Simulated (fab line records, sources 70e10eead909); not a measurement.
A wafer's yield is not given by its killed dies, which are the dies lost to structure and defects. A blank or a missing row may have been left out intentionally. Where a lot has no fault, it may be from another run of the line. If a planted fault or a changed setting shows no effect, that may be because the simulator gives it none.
Comparing a struck lot with a sound one ; flow nand-harc ; 15 steps out of a route of 1302
Sound: these wafers, L516.1, L516.2, L516.3. Struck: wafers L532.3, L532.6. (L532.2 of the same lot was not struck and is left out.) The cause comes at the end.
Each step with rows lists, per side, the tool, then ch with its chambers, then its first start. Under that, the readings that differ: sound wafers ; struck wafers ; difference of the means ; sigmas: that difference in standard deviations of wafers without a fault.
alike: words and numbers the same on both sides, and readings whose means are apart by under 2 such deviations; not compared: readings that were withheld, readings missing a value for some wafer, numbers with overlapping values and no deviation given by the record, and bounds like >300 which may hide the same value.
Wherever a step has rows on one side only, a row that says differs or no value, or a row with sigmas, the two part there. When numbers do not overlap yet have no deviation, they are printed without sigmas and do not part them. A reading that every wafer of one side lacks parts them only if that side has two wafers or more.

NHARC_A_ONON_D2_THK_MEAS_11: measures by ellipsometry.
  sound: film-metro-02 at day 14 14:19; struck: film-metro-02 at day 21 13:06
reading;sound;struck;difference;sigmas
thk-nm (nm);974 973 974;1000 1000;+26;+2
then NHARC_A_ONON_D2_DEP_12 (target thk 1000 nm), 1 step lacking rows for these wafers.
NHARC_A_ONON_D2_THK_MEAS_14: measures by ellipsometry.
  sound: film-metro-01 at day 14 14:53; struck: film-metro-02 at day 21 13:40
reading;sound;struck;difference;sigmas
thk-nm (nm);982 982 982;1007 1006;+24;+2
then, 2 steps without rows for these wafers: NHARC_A_ONON_D2_ANNEAL_15 (time 3600 s); NHARC_A_ONON_D2_DEP_16 (target thk 1000 nm).
NHARC_A_ONON_D2_THK_MEAS_18: measures by ellipsometry.
  sound: film-metro-02 at day 15 00:53; struck: film-metro-02 at day 22 01:20
  alike: thk-nm
then NHARC_A_ONON_D2_DEP_19 (target thk 1000 nm), 1 step lacking rows for these wafers.
NHARC_A_ONON_D2_THK_MEAS_21: measures by ellipsometry.
  sound: film-metro-02 at day 15 01:28; struck: film-metro-02 at day 22 01:54
  alike: thk-nm
then NHARC_A_ONON_D2_DEP_22 (target thk 1000 nm), 1 step lacking rows for these wafers.
NHARC_A_ONON_D2_THK_MEAS_24: measures by ellipsometry.
  sound: film-metro-02 at day 15 02:01; struck: film-metro-02 at day 22 02:28
reading;sound;struck;difference;sigmas
thk-nm (nm);981 980 981;1005 1003;+23;+2
then NHARC_A_ONON_D2_DEP_25 (target thk 1000 nm), 1 step lacking rows for these wafers.
NHARC_A_ONON_D2_THK_MEAS_27: measures by ellipsometry.
  sound: film-metro-02 at day 15 02:35; struck: film-metro-01 at day 22 03:02
  alike: thk-nm
NHARC_A_ONON_D2_DEP_28: target thk 1000 nm.
  sound on pecvd-onon-04 ch 0, day 15 02:38; struck on pecvd-onon-04 ch 0, day 22 03:08
NHARC_A_ONON_D2_THK_MEAS_30: measures by ellipsometry.
  sound: film-metro-01 at day 15 03:10; struck: film-metro-01 at day 22 03:35
reading;sound;struck;difference;sigmas
thk-nm (nm);993 995 996;1088 1088;+93;+8
NHARC_A_ONON_D2_DEP_33: deposits SiO2, target thk 200 nm.
  sound on pecvd-04 ch 0,1,2, day 15 03:25; struck on pecvd-01 ch 1,2, day 22 03:39
  alike: heater-power-outer-w, heater-power-w, throttle-valve-pct

WHERE THEY PART
Last at NHARC_A_ONON_D2_THK_MEAS_30 as far as this record goes, first at NHARC_A_ONON_D2_THK_MEAS_11. Later steps at which nothing parts them and some readings are alike: NHARC_A_ONON_D2_DEP_33.

WHY: what the simulator had put in
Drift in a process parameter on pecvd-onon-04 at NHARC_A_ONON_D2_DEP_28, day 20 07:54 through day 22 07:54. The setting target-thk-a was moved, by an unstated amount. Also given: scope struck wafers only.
